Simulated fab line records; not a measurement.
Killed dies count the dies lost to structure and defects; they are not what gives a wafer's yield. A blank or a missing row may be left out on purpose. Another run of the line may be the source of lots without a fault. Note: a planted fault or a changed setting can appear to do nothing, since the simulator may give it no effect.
2 desks looking at one fault | flow nand harc | numbers are kept per desk, each desk with only its own; the story behind them comes last

== FROM THE METROLOGY DESK ==
What the gauges read, lot by lot, whatever tool the lot ran on: means of the sampled wafers that have a number. Any lot whose mean is over 4 standard deviations away from the usual mean is out of limits and marked OUT; that distance is given in the brackets.
Columns: A = cd nm at NHARC_THIN_TSV_CD_MEAS_12, usual 999.7 nm
lot  | first seen here | A
L174 | day 23 04:58    | 998.5
L175 | day 24 11:19    | 998.1
L176 | day 24 12:27    | 1001.6
L179 | day 25 02:44    | 1000.2
L181 | day 30 06:40    | 1000.2
L180 | day 30 08:02    | 1000.7
L182 | day 30 09:14    | 1000.3
L184 | day 30 10:27    | 1001.4
L183 | day 30 11:38    | 1000.4
L186 | day 30 12:52    | 999.9
L192 | day 31 07:35    | 999.7
L193 | day 32 03:08    | 1001.7
L196 | day 33 02:16    | 999.2
L197 | day 34 00:48    | 1000.3
This desk's verdict: no lot among the 14 shows anything out of limits.

== THE TOOL OWNER'S DESK: pvd sputter-02 ==
The tool's own readings at NHARC_A_M0_PVD_21 (deposits Cu, target thk 30 nm, time 20.49 s): means of the sampled wafers that have a number, for each lot that ran on this tool. Any lot whose mean is over 4 standard deviations away from the usual mean is out of limits and marked OUT; that distance is given in the brackets.
Columns: A = throttle valve pct at NHARC_A_M0_PVD_21, usual 30.5 %
lot  | first seen here | A
L174 | day 22 08:52    | 30.4
L175 | day 23 10:10    | 30.9
L176 | day 23 10:53    | 30.8
L179 | day 24 04:26    | 30.4
L181 | day 25 01:39    | 30.4
L186 | day 27 07:59    | 30.5
L192 | day 30 02:38    | 30.3
L193 | day 30 21:20    | 30.1
This desk's verdict: no lot among the 8 shows anything out of limits.

== BROUGHT TOGETHER ==
At the metrology desk, nothing out of limits was observed.
The tool owner's desk saw nothing out of limits.

== WHAT HAD BEEN PUT IN BY THE SIMULATOR ==
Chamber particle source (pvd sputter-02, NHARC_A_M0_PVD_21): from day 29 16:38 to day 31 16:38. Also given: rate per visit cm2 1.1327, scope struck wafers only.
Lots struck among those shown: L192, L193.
